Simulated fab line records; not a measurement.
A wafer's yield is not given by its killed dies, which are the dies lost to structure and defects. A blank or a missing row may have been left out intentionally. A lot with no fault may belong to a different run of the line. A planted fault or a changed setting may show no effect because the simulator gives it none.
Comparing a struck lot with a sound one | flow nand_harc | 14 out of 1302 route steps
Sound: these wafers, L608.1, L608.3, L608.5. Wafers L620.2, L620.3, L620.5 were the ones struck. Last of all comes the cause.
Order at every step that has rows: each side's tool, ch and its chambers, its first start. Under that, the readings that differ: sound wafers | struck wafers | difference of the means | sigmas: that difference in standard deviations of wafers without a fault.
alike: readings whose means differ by less than 2 such deviations, and words and numbers that are the same on both sides. not compared: withheld readings, readings that some wafer has no value for, bounds like >300 that may hide the same value, and numbers for which the record gives no deviation and whose values overlap.
Wherever a step has rows on one side only, a row that says differs or no value, or a row with sigmas, the two part there. Non-overlapping numbers with no deviation appear without sigmas and do not part them. Lack of a reading on every wafer of one side parts them only where that side has two or more wafers.

NHARC_P_M2_OVL_MEAS_10: pitch 340 nm.
  sound: overlay-02 at day 7 02:34; struck: overlay-01 at day 12 11:31
  alike: overlay_x_nm, overlay_y_nm
NHARC_P_M2_INSPECT_11:
  sound: defect_inspect-02 at day 7 02:36; struck: defect_inspect-01 at day 12 11:33
  alike: raw_defect_count
then, 2 steps without rows for these wafers: NHARC_P_M2_DESCUM_14 (chemistry O2, time 3 s); NHARC_P_M2_ETCH_35 (etches the open film in N2/H2, target depth 40 nm, overetch 12 nm, time 43.94 s).
NHARC_P_M2_ETCH_15: etches the open film in C4F8/Ar, target depth 182.5 nm, time 91.2 s.
  sound on rie_diel-06 ch 0,3; struck on rie_diel-06 ch 0,3
  alike: oes_product_au, rf_vpp_V
  not compared: rf_hours_counter_h
NHARC_P_M2_CD_MEAS_16:
  sound: cd_sem-02 at day 7 03:01; struck: cd_sem-03 at day 12 11:55
  alike: cd_nm
NHARC_P_M2_STRIP_18: strips in N2/H2.
  sound on rie_diel-03 ch 2,3, day 7 03:07; struck on rie_diel-05 ch 0,1,2, day 12 12:02
  alike: drypump_motor_current_A, oes_product_au, rf_vpp_V, showerhead_plenum_p_Torr, throttle_valve_pct
  not compared: rf_hours_counter_h
NHARC_P_M2_ETCH_28: etches the open film in CF4/N2, target depth 30 nm, time 72.99 s.
  sound on rie_diel-03 ch 0,1; struck on rie_diel-05 ch 0,3
  alike: drypump_motor_current_A, oes_product_au, rf_vpp_V, showerhead_plenum_p_Torr, throttle_valve_pct
  not compared: rf_hours_counter_h
then, 2 steps without rows for these wafers: NHARC_P_M2_STRIP_19 (strips in post etch residue remover, time 600 s); NHARC_P_M2_DEGAS_29 (time 60 s).
NHARC_P_M2_PRE_CLEAN_30: time 30 s.
  sound on pvd_sputter-03; struck on pvd_sputter-03
  alike: heater_power_w
NHARC_P_M2_PVD_20: deposits TaN, target thk 5 nm, time 8.06 s.
  sound on pvd_sputter-03; struck on pvd_sputter-03
  alike: bias_v, cathode_dc_power_W, throttle_valve_pct
NHARC_P_M2_PVD_21: deposits Cu, target thk 30 nm, time 20.49 s.
  sound: pvd_sputter-03 at day 7 03:57; struck: pvd_sputter-03 at day 12 12:53
  no value came back on the struck wafers for cathode_dc_power_W (W), chamber_pressure_pa (Pa), throttle_valve_pct (%); on the sound wafers cathode_dc_power_W (W) reads 5000.2 5001.4 4999.6
then, 1 step without rows for these wafers: NHARC_P_M2_ECD_22 (material Cu, target thk 400 nm).

== WHERE THEY PART ==
Only at NHARC_P_M2_PVD_21, as far as this record shows.

WHY: what the simulator had put in
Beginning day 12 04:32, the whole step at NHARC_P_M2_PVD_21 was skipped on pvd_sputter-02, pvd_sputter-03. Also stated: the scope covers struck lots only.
